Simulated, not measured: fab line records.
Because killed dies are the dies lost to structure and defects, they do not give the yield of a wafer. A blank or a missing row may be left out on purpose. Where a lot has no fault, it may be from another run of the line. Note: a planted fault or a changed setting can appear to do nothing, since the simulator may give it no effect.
What tool caused it? :: flow n5_finfet :: 38 wafers from 14 lots sampled at 4 of the route's 1938 steps

== WHAT THE GAUGES SHOWED, per wafer ==
N5_SDB_OVL_MEAS_12.
lot: L218
measured: day 3 16:53
on: overlay-01
SDB_OVL (nm): -1.1 -1.2

lot: L219
measured: day 4 00:03
on: overlay-01
SDB_OVL (nm): -1.6 -1.6

lot: L220
measured: day 4 04:16
on: overlay-01
SDB_OVL (nm): -1.2 -1.0 -1.9

lot: L221
measured: day 4 12:44
on: overlay-02
SDB_OVL (nm): 1.2 0.6

lot: L222
measured: day 4 16:00
on: overlay-02
SDB_OVL (nm): 0.7 0.7

lot: L225
measured: day 5 13:13
on: overlay-01
SDB_OVL (nm): -0.7 -0.9 -0.9

lot: L226
measured: day 6 02:42
on: overlay-02
SDB_OVL (nm): 1.2 0.1 0.7

lot: L227
measured: day 6 03:56
on: overlay-01
SDB_OVL (nm): -1.3 -1.0 -1.0

lot: L228
measured: day 6 11:53
on: overlay-01
SDB_OVL (nm): -0.6 -0.1 -0.7

lot: L229
measured: day 6 12:37
on: overlay-02
SDB_OVL (nm): 1.3 0.7 1.1

lot: L237
measured: day 8 20:25
on: overlay-02
SDB_OVL (nm): 1.2 0.1 0.6

lot: L238
measured: day 8 20:09
on: overlay-01
SDB_OVL (nm): -0.1 0.4 0.3

lot: L240
measured: day 9 06:49
on: overlay-02
SDB_OVL (nm): -1.0 -1.0 0.3

lot: L241
measured: day 9 14:50
on: overlay-01
SDB_OVL (nm): -0.3 -0.5 -0.3

== EACH LOT AND THE TOOL THAT RAN IT (in order: tool; ch and the chambers of the sampled wafers; start) ==
lot: L218
N5_SD_EPI_N_LINER_46: ald_sin-01 ch 3, day 3 04:26
N5_SD_ACTIVATION_RTA_00: rtp_anneal-01 ch 0, day 3 09:02
N5_ILD0_CMP_07: cmp-04 ch 0, day 3 12:40

lot: L219
N5_SD_EPI_N_LINER_46: ald_sin-02 ch 1,3, day 3 11:53
N5_SD_ACTIVATION_RTA_00: rtp_anneal-01 ch 0, day 3 16:20
N5_ILD0_CMP_07: cmp-03 ch 1,3, day 3 20:14

lot: L220
N5_SD_EPI_N_LINER_46: ald_sin-03 ch 0,2,3, day 3 16:31
N5_SD_ACTIVATION_RTA_00: rtp_anneal-02 ch 0, day 3 20:55
N5_ILD0_CMP_07: cmp-03 ch 1,2, day 4 00:20

lot: L221
N5_SD_EPI_N_LINER_46: ald_sin-02 ch 1,3, day 4 00:26
N5_SD_ACTIVATION_RTA_00: rtp_anneal-02 ch 0, day 4 05:10
N5_ILD0_CMP_07: cmp-02 ch 0,2, day 4 08:43

lot: L222
N5_SD_EPI_N_LINER_46: ald_sin-01 ch 0, day 4 04:08
N5_SD_ACTIVATION_RTA_00: rtp_anneal-02 ch 0, day 4 08:37
N5_ILD0_CMP_07: cmp-02 ch 0,1, day 4 12:07

lot: L225
N5_SD_EPI_N_LINER_46: ald_sin-02 ch 0,1,3, day 5 01:10
N5_SD_ACTIVATION_RTA_00: rtp_anneal-01 ch 0, day 5 05:42
N5_ILD0_CMP_07: cmp-04 ch 0,1,2, day 5 09:16

lot: L226
N5_SD_EPI_N_LINER_46: ald_sin-01 ch 0,1,3, day 5 14:43
N5_SD_ACTIVATION_RTA_00: rtp_anneal-01 ch 0, day 5 19:12
N5_ILD0_CMP_07: cmp-02 ch 0,1, day 5 22:39

lot: L227
N5_SD_EPI_N_LINER_46: ald_sin-03 ch 0,1,3, day 5 15:40
N5_SD_ACTIVATION_RTA_00: rtp_anneal-02 ch 0, day 5 20:27
N5_ILD0_CMP_07: cmp-02 ch 0,2,3, day 5 23:52

lot: L228
N5_SD_EPI_N_LINER_46: ald_sin-02 ch 0,2,3, day 5 23:50
N5_SD_ACTIVATION_RTA_00: rtp_anneal-01 ch 0, day 6 04:23
N5_ILD0_CMP_07: cmp-02 ch 0,2,3, day 6 07:50

lot: L229
N5_SD_EPI_N_LINER_46: ald_sin-01 ch 0,1,2, day 6 00:44
N5_SD_ACTIVATION_RTA_00: rtp_anneal-02 ch 0, day 6 05:14
N5_ILD0_CMP_07: cmp-02 ch 0,1,2, day 6 08:43

lot: L237
N5_SD_EPI_N_LINER_46: ald_sin-03 ch 1,2,3, day 8 06:53
N5_SD_ACTIVATION_RTA_00: rtp_anneal-02 ch 0, day 8 11:23
N5_ILD0_CMP_07: cmp-04 ch 1,2,3, day 8 16:08

lot: L238
N5_SD_EPI_N_LINER_46: ald_sin-03 ch 1,2,3, day 8 07:33
N5_SD_ACTIVATION_RTA_00: rtp_anneal-01 ch 0, day 8 12:23
N5_ILD0_CMP_07: cmp-03 ch 1,2,3, day 8 16:08

lot: L240
N5_SD_EPI_N_LINER_46: ald_sin-02 ch 1,2,3, day 8 18:26
N5_SD_ACTIVATION_RTA_00: rtp_anneal-02 ch 0, day 8 23:00
N5_ILD0_CMP_07: cmp-02 ch 0,1,3, day 9 02:43

lot: L241
N5_SD_EPI_N_LINER_46: ald_sin-01 ch 0,1,2, day 9 02:11
N5_SD_ACTIVATION_RTA_00: rtp_anneal-02 ch 0, day 9 06:41
N5_ILD0_CMP_07: cmp-04 ch 0,1,2, day 9 10:49
- N5_SD_EPI_N_LINER_46: material SiNx, target thk 3 nm.
- N5_SD_ACTIVATION_RTA_00: time 0 s.
- N5_ILD0_CMP_07: polishes SiO2 flowable, stops on poly-Si, t overpolish 1.18 s, target thk 138.88 nm.

== AS READ BY THE TOOLS THEMSELVES (means over the sampled wafers that have a number; for cases with no such wafer, the mark the record gives instead) ==
N5_SD_EPI_N_LINER_46.
lot: L218
tool: ald_sin-01
heater_power_w (W): 1084

lot: L219
tool: ald_sin-02
heater_power_w (W): 822

lot: L220
tool: ald_sin-03
heater_power_w (W): 820

lot: L221
tool: ald_sin-02
heater_power_w (W): 831

lot: L222
tool: ald_sin-01
heater_power_w (W): 954

lot: L225
tool: ald_sin-02
heater_power_w (W): 865

lot: L226
tool: ald_sin-01
heater_power_w (W): 879

lot: L227
tool: ald_sin-03
heater_power_w (W): 885

lot: L228
tool: ald_sin-02
heater_power_w (W): 891

lot: L229
tool: ald_sin-01
heater_power_w (W): 748

lot: L237
tool: ald_sin-03
heater_power_w (W): 840

lot: L238
tool: ald_sin-03
heater_power_w (W): 836

lot: L240
tool: ald_sin-02
heater_power_w (W): 851

lot: L241
tool: ald_sin-01
heater_power_w (W): 760

N5_SD_ACTIVATION_RTA_00.
lot: L218
tool: rtp_anneal-01
lamp_power_pct (%): 9.02
wafer_temp_C_max: 977.0

lot: L219
tool: rtp_anneal-01
lamp_power_pct (%): 9.02
wafer_temp_C_max: 973.6

lot: L220
tool: rtp_anneal-02
lamp_power_pct (%): 8.94
wafer_temp_C_max: 972.4

lot: L221
tool: rtp_anneal-02
lamp_power_pct (%): 8.88
wafer_temp_C_max: 974.2

lot: L222
tool: rtp_anneal-02
lamp_power_pct (%): 8.92
wafer_temp_C_max: 975.0

lot: L225
tool: rtp_anneal-01
lamp_power_pct (%): 9.00
wafer_temp_C_max: 977.4

lot: L226
tool: rtp_anneal-01
lamp_power_pct (%): 8.93
wafer_temp_C_max: 976.3

lot: L227
tool: rtp_anneal-02
lamp_power_pct (%): 8.96
wafer_temp_C_max: 974.5

lot: L228
tool: rtp_anneal-01
lamp_power_pct (%): 9.02
wafer_temp_C_max: 974.8

lot: L229
tool: rtp_anneal-02
lamp_power_pct (%): 8.92
wafer_temp_C_max: 974.8

lot: L237
tool: rtp_anneal-02
lamp_power_pct (%): 9.00
wafer_temp_C_max: 975.5

lot: L238
tool: rtp_anneal-01
lamp_power_pct (%): 8.94
wafer_temp_C_max: 974.4

lot: L240
tool: rtp_anneal-02
lamp_power_pct (%): 8.95
wafer_temp_C_max: 976.7

lot: L241
tool: rtp_anneal-02
lamp_power_pct (%): 8.95
wafer_temp_C_max: 974.3

N5_ILD0_CMP_07.
lot: L218
tool: cmp-04
edge_zone_pressure_frac: 1.006
head_pressure_psi (psi): 4.149
motor_current_A (A): 12.3

lot: L219
tool: cmp-03
edge_zone_pressure_frac: 0.998
head_pressure_psi (psi): 4.159
motor_current_A (A): 13.2

lot: L220
tool: cmp-03
edge_zone_pressure_frac: 1.003
head_pressure_psi (psi): 4.143
motor_current_A (A): 14.5

lot: L221
tool: cmp-02
edge_zone_pressure_frac: 0.999
head_pressure_psi (psi): 4.139
motor_current_A (A): 13.1

lot: L222
tool: cmp-02
edge_zone_pressure_frac: 1.004
head_pressure_psi (psi): 4.159
motor_current_A (A): 13.6

lot: L225
tool: cmp-04
edge_zone_pressure_frac: 1.006
head_pressure_psi (psi): 4.147
motor_current_A (A): 12.6

lot: L226
tool: cmp-02
edge_zone_pressure_frac: 1.001
head_pressure_psi (psi): 4.151
motor_current_A (A): 13.9

lot: L227
tool: cmp-02
edge_zone_pressure_frac: 1.002
head_pressure_psi (psi): 4.164
motor_current_A (A): 12.1

lot: L228
tool: cmp-02
edge_zone_pressure_frac: 1.000
head_pressure_psi (psi): 4.293
motor_current_A (A): 12.6

lot: L229
tool: cmp-02
edge_zone_pressure_frac: 1.000
head_pressure_psi (psi): 4.292
motor_current_A (A): 13.1

lot: L237
tool: cmp-04
edge_zone_pressure_frac: 0.998
head_pressure_psi (psi): 4.147
motor_current_A (A): 12.4

lot: L238
tool: cmp-03
edge_zone_pressure_frac: 0.994
head_pressure_psi (psi): 4.145
motor_current_A (A): 13.2

lot: L240
tool: cmp-02
edge_zone_pressure_frac: 0.998
head_pressure_psi (psi): 4.150
motor_current_A (A): 12.4

lot: L241
tool: cmp-04
edge_zone_pressure_frac: 1.001
head_pressure_psi (psi): 4.148
motor_current_A (A): 12.7

== THE ANSWER, worked out from the rows above alone ==
Rule: the usual values come from the lots themselves. Put in order of their means at a reading, lots are off if they are a third of the lots or fewer, leave a main group of 4 or more, and stand apart from it by a gap of 3 or more times the standard deviation of the main group's means; of several such gaps the widest counts. If all means in a main group match to the digits the tables above print for the reading, that group is not used. Also off: a lot with no number at a reading for which 4 or more lots have one. Where the step has rows for the other lots, those lots are counted as sound. Order of review: gauges by route order, followed by the tools' own readings, for which a lot's mean as printed above is used. The first step at which some lot is off is used, and at that step the reading that is off furthest; a lot without a number counts as furthest.
Off: L228, L229, at N5_ILD0_CMP_07 (head_pressure_psi). The main group: mean 4.150 psi, standard deviation 0.0069.
If a tool, at that step or one of the process steps before it, ran each lot that is off and ran no sound lot following the first of them, it fits. None of those tried fits.

== WHAT THE SIMULATOR PUT IN ==
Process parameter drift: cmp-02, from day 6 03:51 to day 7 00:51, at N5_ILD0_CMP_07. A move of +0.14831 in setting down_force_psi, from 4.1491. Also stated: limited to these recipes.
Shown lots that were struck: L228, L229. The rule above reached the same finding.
